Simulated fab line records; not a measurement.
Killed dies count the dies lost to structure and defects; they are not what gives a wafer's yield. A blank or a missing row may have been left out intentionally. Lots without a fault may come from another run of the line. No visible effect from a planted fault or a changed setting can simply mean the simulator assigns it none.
Which tool did it? | flow n5 finfet | 10 lots, 27 wafers sampled, at 5 steps of a route of 1938

== WHAT EACH GAUGE READ, for each wafer ==
N5_BEOL_M4_OVL_MEAS_29. Usual: V3_OVL typically reads -0.1 nm, with standard deviation 0.67.
lot  | measured     | on         | V3_OVL (nm)    | flag
L328 | day 7 15:58  | overlay-02 | -0.2 0.4 -0.1  |
L331 | day 7 23:26  | overlay-01 | 0.2 0.3 -0.4   |
L334 | day 10 16:42 | overlay-01 | 0.3 1.2        |
L336 | day 10 17:41 | overlay-02 | 0.8 0.2 0.3    |
L339 | day 10 22:38 | overlay-01 | -0.4 -0.3 -0.3 |
L341 | day 11 05:11 | overlay-02 | -1.1 -0.4 -0.8 |
L342 | day 11 05:38 | overlay-01 | 0.7 0.0 -0.8   |
L344 | day 11 08:44 | overlay-02 | 0.3 -0.8       |
L335 | day 13 13:03 | overlay-01 | -1.1 -1.1      |
L351 | day 14 00:11 | overlay-02 | -0.2 0.2 0.1   |

N5_BEOL_M4_RC_MEAS_101. Usual: DIBL_N 36.2 mV/V, standard deviation 2.4; DIBL_P 36.2 mV/V, standard deviation 2.6; IOFF_N 0.16 nA/um, standard deviation 0.045; IOFF_P 0.21 nA/um, standard deviation 0.046; ION_N 674 uA/um, standard deviation 17; ION_P 463 uA/um, standard deviation 11; SS_N 71.5 mV/dec, standard deviation 0.77; SS_P 73.1 mV/dec, standard deviation 0.76; VT_N 250 mV, standard deviation 3.9; VT_P -250 mV, standard deviation 3.9.
lot  | measured     | on        | DIBL_N (mV/V)  | DIBL_P (mV/V)  | IOFF_N (nA/um) | IOFF_P (nA/um) | ION_N (uA/um) | ION_P (uA/um) | SS_N (mV/dec)  | SS_P (mV/dec)  | VT_N (mV)   | VT_P (mV)      | flag
L328 | day 7 21:28  | prober-02 | 39.4 37.9 40.5 | 39.7 38.3 40.5 | 0.20 0.16 0.22 | 0.27 0.24 0.30 | 685 692 695   | 474 480 473   | 72.3 71.5 71.9 | 73.8 72.9 74.1 | 249 249 247 | -244 -249 -245 |
L331 | day 8 10:56  | prober-01 | 36.5 37.6 35.0 | 38.4 38.5 35.3 | 0.18 0.20 0.13 | 0.25 0.26 0.19 | 678 701 649   | 464 476 453   | 71.1 71.8 70.9 | 73.2 73.6 72.6 | 247 245 255 | -246 -246 -250 |
L334 | day 10 22:53 | prober-02 | 36.6 36.7      | 37.4 37.1      | 0.16 0.17      | 0.21 0.20      | 689 683       | 469 461       | 71.8 71.7      | 73.1 73.0      | 249 249     | -250 -253      |
L336 | day 11 00:43 | prober-02 | 37.0 35.3 33.9 | 38.8 36.0 35.8 | 0.17 0.12 0.12 | 0.20 0.16 0.17 | 672 641 678   | 458 444 461   | 71.5 71.7 70.7 | 72.0 72.7 72.2 | 248 255 252 | -249 -256 -253 |
L339 | day 11 08:01 | prober-01 | 34.0 34.9 33.6 | 34.1 35.0 33.5 | 0.12 0.13 0.12 | 0.19 0.20 0.19 | 670 666 670   | 472 468 471   | 70.7 70.3 70.2 | 72.3 72.8 72.8 | 253 253 252 | -249 -247 -250 |
L341 | day 11 11:46 | prober-01 | 36.1 36.9 35.0 | 35.5 35.6 33.6 | 0.16 0.19 0.14 | 0.25 0.24 0.21 | 674 676 681   | 467 466 476   | 72.1 72.6 71.0 | 73.8 73.7 73.0 | 249 245 251 | -247 -247 -251 |
L342 | day 11 14:35 | prober-01 | 39.9 36.7 36.6 | 39.5 35.6 35.2 | 0.23 0.16 0.16 | 0.33 0.24 0.24 | 676 674 696   | 469 469 476   | 73.1 71.7 71.7 | 74.4 73.7 73.8 | 246 250 250 | -244 -247 -246 |
L344 | day 11 19:11 | prober-02 | 34.9 38.4      | 33.0 36.2      | 0.13 0.19      | 0.20 0.26      | 682 638       | 473 453       | 71.2 72.1      | 72.7 73.6      | 251 248     | -248 -246      |
L335 | day 13 23:11 | prober-01 | 33.7 34.5      | 33.3 33.1      | 0.11 0.11      | 0.15 0.15      | 652 636       | 452 440       | 70.0 71.3      | 72.7 72.1      | 253 255     | -254 -256      |
L351 | day 14 07:34 | prober-01 | 33.8 38.3 32.8 | 34.0 38.9 33.3 | 0.13 0.21 0.12 | 0.21 0.28 0.19 | 661 687 688   | 458 475 477   | 71.6 71.9 72.0 | 72.5 73.3 71.6 | 253 247 253 | -248 -245 -250 |

== TOOL THAT RAN EACH LOT (tool first, then ch and the chambers of the sampled wafers, then the start) ==
lot  | N5_BEOL_M4_ETCH_69                 | N5_BEOL_M4_ALD_98                 | N5_BEOL_M4_TRENCH_ETCH_37
L328 | rie diel-03 ch 1,2,3, day 7 16:06  | ald sin-04 ch 0,1,3, day 7 16:11  | rie diel-04 ch 0,2,3, day 7 21:28 or earlier
L331 | rie diel-05 ch 0,1,2, day 7 23:34  | ald sin-04 ch 0,3, day 7 23:39    | rie diel-05 ch 0,3, day 8 10:56 or earlier
L334 | rie diel-04 ch 1,2, day 10 17:02   | ald sin-02 ch 0,2, day 10 17:50   | rie diel-03 ch 1,3, day 10 22:53 or earlier
L336 | rie diel-05 ch 0,1,2, day 10 17:50 | ald sin-02 ch 0,3, day 10 18:26   | rie diel-03 ch 1,2, day 11 00:43 or earlier
L339 | rie diel-03 ch 0,2,3, day 10 22:59 | ald sin-02 ch 1,2, day 10 23:04   | rie diel-03 ch 0,1,3, day 11 08:01 or earlier
L341 | rie diel-04 ch 0,2,3, day 11 05:26 | ald sin-02 ch 1,2,3, day 11 05:31 | rie diel-05 ch 1,3, day 11 11:46 or earlier
L342 | rie diel-04 ch 1,2, day 11 05:46   | ald sin-02 ch 0,1,3, day 11 06:14 | rie diel-04 ch 0,1,3, day 11 14:35 or earlier
L344 | rie diel-04 ch 0,2, day 11 08:52   | ald sin-02 ch 2, day 11 09:05     | rie diel-05 ch 1,2, day 11 19:11 or earlier
L335 | rie diel-04 ch 0,2, day 13 13:15   | ald sin-04 ch 1,3, day 13 13:20   | rie diel-03 ch 0,2, day 13 23:11 or earlier
L351 | rie diel-05 ch 0,2,3, day 14 00:37 | ald sin-01 ch 0,2,3, day 14 00:42 | rie diel-04 ch 0,2,3, day 14 07:34 or earlier
- N5_BEOL_M4_ETCH_69: etches SiARC in CF4, target depth 15.6 nm, time 26 s.
- N5_BEOL_M4_ALD_98: deposits SiO2, target thk 2.5 nm, pulse time 1 s, co reactant pulse time 1 s.
- N5_BEOL_M4_TRENCH_ETCH_37: etches SiOC in C4F6/O2, target depth 55.555 nm, time 29.2 s.

== AS READ BY THE TOOLS THEMSELVES (means over the sampled wafers that have a number; for cases with no such wafer, the mark the record gives instead) ==
N5_BEOL_M4_ETCH_69. Usual: drypump motor current A 5.8 A, standard deviation 0.32; etch rf on time s 25.9 s, standard deviation 1.1; oes product au 0.69 a.u., standard deviation 0.075; rf vpp V 183.9 V, standard deviation 1.1; showerhead plenum p Torr 2.13 Torr, standard deviation 0.072; throttle valve pct 15.51 %, standard deviation 0.22.
lot  | tool        | drypump motor current A (A) | etch rf on time s (s) | oes product au (a.u.) | rf vpp V (V) | showerhead plenum p Torr (Torr) | throttle valve pct (%) | flag
L328 | rie diel-03 | 5.8                         | 26.1                  | 0.75                  | 183.9        | 2.18                            | 15.65                  |
L331 | rie diel-05 | 5.7                         | 25.3                  | 0.69                  | 184.9        | 2.18                            | 15.41                  |
L334 | rie diel-04 | 5.9                         | 27.6                  | 0.64                  | 182.8        | 2.05                            | 15.34                  |
L336 | rie diel-05 | 5.7                         | 25.6                  | 0.67                  | 184.1        | 2.17                            | 15.46                  |
L339 | rie diel-03 | 5.7                         | 25.6                  | 0.72                  | 184.2        | 2.20                            | 15.60                  |
L341 | rie diel-04 | 5.8                         | 25.8                  | 0.68                  | 183.3        | 2.06                            | 15.51                  |
L342 | rie diel-04 | 5.9                         | 28.0                  | 0.62                  | 183.5        | 2.04                            | 15.35                  |
L344 | rie diel-04 | 5.6                         | 26.7                  | 0.65                  | 182.1        | 2.05                            | 15.48                  |
L335 | rie diel-04 | 5.6                         | 26.6                  | 0.64                  | 182.7        | 2.04                            | 15.52                  |
L351 | rie diel-05 | 5.9                         | 25.1                  | 0.72                  | 183.2        | 2.13                            | 15.48                  |

N5_BEOL_M4_ALD_98. Usual: heater power w 79 W, standard deviation 6.1; precursor pulse height rel 0.997, standard deviation 0.018.
lot  | tool       | heater power w (W) | precursor pulse height rel | flag
L328 | ald sin-04 | 86                 | 1.021                      |
L331 | ald sin-04 | 84                 | 1.014                      |
L334 | ald sin-02 | 73                 | 0.968                      |
L336 | ald sin-02 | 71                 | 0.996                      |
L339 | ald sin-02 | 77                 | 1.005                      |
L341 | ald sin-02 | 76                 | 0.989                      |
L342 | ald sin-02 | 72                 | 1.006                      |
L344 | ald sin-02 | 78                 | 0.998                      |
L335 | ald sin-04 | 89                 | 0.990                      |
L351 | ald sin-01 | 79                 | 1.000                      |

N5_BEOL_M4_TRENCH_ETCH_37. Usual: drypump motor current A 5.8 A, standard deviation 0.31; oes product au 0.82 a.u., standard deviation 0.08; rf vpp V 675 V, standard deviation 21; showerhead plenum p Torr 2.85 Torr, standard deviation 0.1; throttle valve pct 20.9 %, standard deviation 0.33.
lot  | tool        | drypump motor current A (A) | oes product au (a.u.) | rf vpp V (V) | showerhead plenum p Torr (Torr) | throttle valve pct (%) | flag
L328 | rie diel-04 | 5.8                         | 0.84                  | 652          | 2.76                            | 20.7                   |
L331 | rie diel-05 | 5.8                         | 0.77                  | 679          | 2.84                            | 21.0                   |
L334 | rie diel-03 | 5.6                         | 0.85                  | 676          | 2.83                            | 20.9                   |
L336 | rie diel-03 | 6.0                         | 0.87                  | 689          | 2.86                            | 21.2                   |
L339 | rie diel-03 | 5.7                         | 0.87                  | 679          | 2.85                            | 20.8                   |
L341 | rie diel-05 | 5.5                         | 0.77                  | 710          | 2.91                            | 20.8                   |
L342 | rie diel-04 | 5.9                         | 0.74                  | 650          | 2.72                            | 20.8                   |
L344 | rie diel-05 | 5.8                         | 0.81                  | 695          | 2.91                            | 20.5                   |
L335 | rie diel-03 | 5.9                         | 0.82                  | 682          | 2.96                            | 21.1                   |
L351 | rie diel-04 | 5.8                         | 0.77                  | 651          | 2.73                            | 20.8                   |

== THE ANSWER, worked out from the rows above alone ==
Rule: a lot counts as off when the mean over its wafers that have a number is more than 3 standard deviations away from the usual mean. A lot without any number at a reading at which 4 lots or more have one is off too. Any other lot the step has rows for is counted as sound. Order of review: gauges by route order, followed by the tools' own readings, for which a lot's mean as printed above is used. The first step at which some lot is off is used, and at that step the reading that is off furthest; a lot without a number counts as furthest.
No lot is off on any of the readings shown, so nothing can be concluded from this.

== WHAT HAD BEEN PUT IN BY THE SIMULATOR ==
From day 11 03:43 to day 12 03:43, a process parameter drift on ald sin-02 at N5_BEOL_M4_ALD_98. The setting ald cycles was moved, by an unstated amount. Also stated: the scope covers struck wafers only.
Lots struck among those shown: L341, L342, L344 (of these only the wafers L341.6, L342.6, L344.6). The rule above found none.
